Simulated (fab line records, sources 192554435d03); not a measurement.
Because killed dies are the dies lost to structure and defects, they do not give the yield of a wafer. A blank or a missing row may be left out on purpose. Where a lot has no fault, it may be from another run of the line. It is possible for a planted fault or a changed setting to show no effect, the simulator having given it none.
Chamber matching :: flow n5 finfet :: N5_BEOL_M12_CMP_49 on cmp-04 has 4 sister chambers
The step polishes, stops on SiOC, t overpolish 20.6 s, target thk 320 nm. 7 wafers are shown with their chamber, then 8 later ones without.

WAFERS, EACH WITH ITS CHAMBER
wafer: L084.3
chamber: 1
overpolish run s (s): 20.618
motor current A (A): 5.9

wafer: L089.1
chamber: 2
overpolish run s (s): 20.594
motor current A (A): 6.1

wafer: L089.6
chamber: 0
overpolish run s (s): 20.604
motor current A (A): 6.0

wafer: L090.3
chamber: 2
overpolish run s (s): 20.609
motor current A (A): 6.1

wafer: L090.4
chamber: 3
overpolish run s (s): 20.605
motor current A (A): 6.1

wafer: L090.6
chamber: 3
overpolish run s (s): 20.610
motor current A (A): 5.8

wafer: L095.3
chamber: 0
overpolish run s (s): 20.596
motor current A (A): 5.9

WAFERS WITHOUT THEIR CHAMBER
wafer: L095.5
overpolish run s (s): 20.593
motor current A (A): 6.1

wafer: L095.6
overpolish run s (s): 20.595
motor current A (A): 6.2

wafer: L096.1
overpolish run s (s): 20.593
motor current A (A): 6.1

wafer: L096.4
overpolish run s (s): 20.597
motor current A (A): 6.0

wafer: L096.5
overpolish run s (s): 20.598
motor current A (A): 6.1

wafer: L097.1
overpolish run s (s): 20.601
motor current A (A): 6.0

wafer: L097.5
overpolish run s (s): 20.593
motor current A (A): 6.0

wafer: L097.6
overpolish run s (s): 20.593
motor current A (A): 6.3

EACH ONE'S CHAMBER
wafer: L095.5
from the rows above: can't be placed: 2 or 0 or 3
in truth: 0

wafer: L095.6
from the rows above: can't be placed: 2 or 0 or 3
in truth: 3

wafer: L096.1
from the rows above: can't be placed: 2 or 0 or 3
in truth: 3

wafer: L096.4
from the rows above: can't be placed: 0 or 2 or 3
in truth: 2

wafer: L096.5
from the rows above: can't be placed: 2 or 0 or 3
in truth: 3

wafer: L097.1
from the rows above: can't be placed: 0 or 2 or 3
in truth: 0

wafer: L097.5
from the rows above: can't be placed: 0 or 2 or 3
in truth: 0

wafer: L097.6
from the rows above: can't be placed: 2 or 0 or 3
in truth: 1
Correct placement for 0 of the 8. Cannot be placed on the basis of these rows: 8; the candidates contain the true chamber in 7. 0 placed wrongly.
How it was worked out, from the rows above alone: a wafer's distance from a chamber is the root of the sum, over the readings, of the square of ((its reading less the chamber's mean) divided by the reading's scatter). The wafer belongs to the nearest chamber; if the next one is less than 2 further off, it can't be placed. Each chamber's mean is taken over the wafers shown for it. The scatter: take each reading less its chamber's mean, square it, sum over the shown wafers, divide by the number of wafers less the number of chambers, and take the root.
